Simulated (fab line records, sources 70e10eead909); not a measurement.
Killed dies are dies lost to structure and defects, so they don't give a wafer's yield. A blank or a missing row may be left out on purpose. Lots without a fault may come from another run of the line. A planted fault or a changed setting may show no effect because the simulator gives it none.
A struck lot beside a sound one | flow nand_harc | 14 steps out of a route of 1159
Sound: wafers L565.1, L565.2, L565.6. Struck: wafers L568.2, L568.3, L568.4. The cause comes at the end.
At each step with rows: each side's tool, then ch and its chambers, then its first start. Under that, the readings that differ: sound wafers | struck wafers | difference of the means | sigmas: that difference in standard deviations of wafers without a fault.
alike: readings whose means differ by less than 2 such deviations, and words and numbers that are the same on both sides. not compared: withheld readings, readings that some wafer has no value for, bounds like >300 that may hide the same value, and numbers for which the record gives no deviation and whose values overlap.
The two part at a step that has a row with sigmas, a row that says differs or no value, or rows on one side only. Numbers that don't overlap but have no deviation are shown without sigmas and don't part them. A reading that every wafer of one side lacks parts them only if that side has two wafers or more.

NHARC_A_CONTACT_ETCH_102: etches the open film in CF4/O2, target depth 70 nm, overetch 7 nm, time 38.5 s.
  sound on rie_diel-06 ch 1,2,3, day 17 01:22; struck on rie_diel-06 ch 0,1,2, day 18 09:31
  alike: drypump_motor_current_A, oes_product_au, rf_vpp_V, showerhead_plenum_p_Torr, throttle_valve_pct
  not compared: rf_hours_counter_h
NHARC_A_CONTACT_STRIP_55: strips in O2.
  sound on rie_diel-06 ch 1,3; struck on rie_diel-06 ch 0,1,3
  alike: drypump_motor_current_A, oes_product_au, rf_vpp_V, showerhead_plenum_p_Torr, throttle_valve_pct
  not compared: rf_hours_counter_h
then, 1 step without rows for these wafers: NHARC_A_CONTACT_STRIP_56 (strips in post etch residue remover, time 600 s).
NHARC_A_CONTACT_DEP_57: deposits aC, target thk 2800 nm.
  sound on acl_dep-02 ch 0, day 17 03:34; struck on acl_dep-01 ch 0, day 18 10:28
  alike: throttle_valve_pct
NHARC_A_CONTACT_DEP_58: deposits SiON, target thk 60 nm.
  sound on pecvd-03 ch 1,2, day 17 05:17; struck on pecvd-02 ch 1,2, day 18 11:56
  alike: chamber_pressure_Torr, heater_power_w
then, 7 steps without rows for these wafers: NHARC_A_CONTACT_DEHYDRATE_59 (time 120 s); NHARC_A_CONTACT_HMDS_60 (time 30 s); NHARC_A_CONTACT_COAT_61 (time 75 s); NHARC_A_CONTACT_COAT_62 (time 65 s); NHARC_A_CONTACT_COAT_63 (resist thk 90 nm); NHARC_A_CONTACT_SOFTBAKE_64 (time 55 s); NHARC_A_CONTACT_EBR_65.
NHARC_A_CONTACT_EXPOSE_66: exposes mask A CC 2.
  sound on arfi_scanner-03 ch 0, day 17 05:52; struck on arfi_scanner-02, day 18 12:31
  no value came back on the struck wafers for exposure_dose_mJ_cm2, focus_offset_nm (nm), na; on the sound wafers exposure_dose_mJ_cm2 reads 59.06 59.09 59.10
  alike: mask
then, 1 step without rows for these wafers: NHARC_A_CONTACT_PEB_67 (peb time 65 s).

WHERE THEY PART
Only at NHARC_A_CONTACT_EXPOSE_66, within this record.

WHY: what the simulator had put in
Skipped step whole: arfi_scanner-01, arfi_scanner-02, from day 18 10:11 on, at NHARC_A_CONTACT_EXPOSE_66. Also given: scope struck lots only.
